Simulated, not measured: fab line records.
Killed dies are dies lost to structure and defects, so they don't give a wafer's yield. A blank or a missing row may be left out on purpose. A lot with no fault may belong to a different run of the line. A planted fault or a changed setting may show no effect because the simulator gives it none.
A struck lot beside a sound one | flow n5_finfet | 16 steps out of a route of 1938
Sound: the wafers L566.1, L566.2, L566.4. Wafers L575.2, L575.5, L575.6 were the ones struck. Last of all comes the cause.
At each step with rows: each side's tool, then ch and its chambers, then its first start. Under that, the readings that differ: sound wafers | struck wafers | difference of the means | sigmas: that difference in standard deviations of wafers without a fault.
alike: a reading whose means differ by less than 2 such deviations, as well as words and numbers matching on both sides. not compared: withheld readings; readings where some wafer has no value; bounds like >300 that might hide an equal value; numbers whose values overlap and for which the record gives no deviation.
Wherever a step has rows on one side only, a row that says differs or no value, or a row with sigmas, the two part there. Numbers that have no deviation but don't overlap get no sigmas and don't part them. Lack of a reading on every wafer of one side parts them only where that side has two or more wafers.

first, 8 steps without rows for these wafers: N5_BEOL_M2_COAT_62 (time 60 s, resist thk 12 nm); N5_BEOL_M2_COAT_73 (time 60 s, resist thk 5 nm); N5_BEOL_M2_COAT_05 (resist thk 30 nm); N5_BEOL_M2_EBR_07; N5_BEOL_M2_SOFTBAKE_06 (time 60 s); N5_BEOL_M2_EXPOSE_08 (exposes mask M2); N5_BEOL_M2_PEB_09 (peb time 60 s); N5_BEOL_M2_DEVELOP_10 (develop time 30 s).
N5_BEOL_M2_CD_MEAS_11: target cd 16.79 nm.
  sound on cd_sem-03 ch 0, day 6 18:46; struck on cd_sem-03 ch 0, day 9 00:43
  alike: cd_nm
N5_BEOL_M2_OVL_MEAS_12:
  sound on overlay-01 ch 0, day 6 18:47; struck on overlay-01 ch 0, day 9 00:45
  alike: M2_OVL
N5_BEOL_M2_INSPECT_13: inspects for defects (brightfield).
  sound on defect_inspect-02 at day 6 18:51; struck on defect_inspect-02 at day 9 00:48
  alike: raw_defect_count
N5_BEOL_M2_DESCUM_16: chemistry O2, time 7 s.
  sound on rie_diel-06 ch 0,1,3, day 6 19:04; struck on rie_diel-01 ch 0,1,3, day 9 00:58
  alike: drypump_motor_current_A, oes_product_au, rf_vpp_V, showerhead_plenum_p_Torr, throttle_valve_pct
  not compared: rf_hours_counter_h
N5_BEOL_M2_ETCH_74: etches underlayer in N2/H2, target depth 6.5 nm, time 5.2 s.
  sound on rie_diel-06 ch 0,1,3, day 6 19:06; struck on rie_diel-01 ch 0,1,3, day 9 00:59
  reading               | sound          | struck         | difference | sigmas
  etch_rf_on_time_s (s) | 5.24 5.10 5.32 | 3.72 3.67 3.64 | -1.54      | -24
  oes_product_au (a.u.) | 0.59 0.74 0.63 | 0.71 0.99 1.03 | +0.26      | +3
  alike: bias_w, drypump_motor_current_A, rf_vpp_V, showerhead_plenum_p_Torr, throttle_valve_pct
  not compared: rf_hours_counter_h
N5_BEOL_M2_ETCH_63: etches SiARC in CF4, target depth 15.6 nm, time 26 s.
  sound on rie_diel-06 ch 0,1,3, day 6 19:07; struck on rie_diel-01 ch 0,1,3, day 9 01:01
  alike: bias_w, cf4_flow_sccm, drypump_motor_current_A, etch_rf_on_time_s, oes_product_au, rf_vpp_V, showerhead_plenum_p_Torr, throttle_valve_pct
  not compared: rf_hours_counter_h
N5_BEOL_M4_RC_MEAS_101:
  sound on prober-02 ch 0, day 8 01:46; struck on prober-01 ch 0, day 10 18:37
  alike: DIBL_N, DIBL_P, IOFF_N, IOFF_P, ION_N, ION_P, SS_N, SS_P, VT_N, VT_P
N5_PASSIVATION_PROBE_49:
  sound wafers here have rows in the record (prober-01, day 12 21:29); struck ones have none

WHERE THEY PART
Earliest at N5_BEOL_M2_ETCH_74; latest, in this record, at N5_PASSIVATION_PROBE_49.

WHY: what had been put in by the simulator
Process parameters drifting: rie_diel-01 at N5_BEOL_M2_ETCH_74, beginning at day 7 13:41. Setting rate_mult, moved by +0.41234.
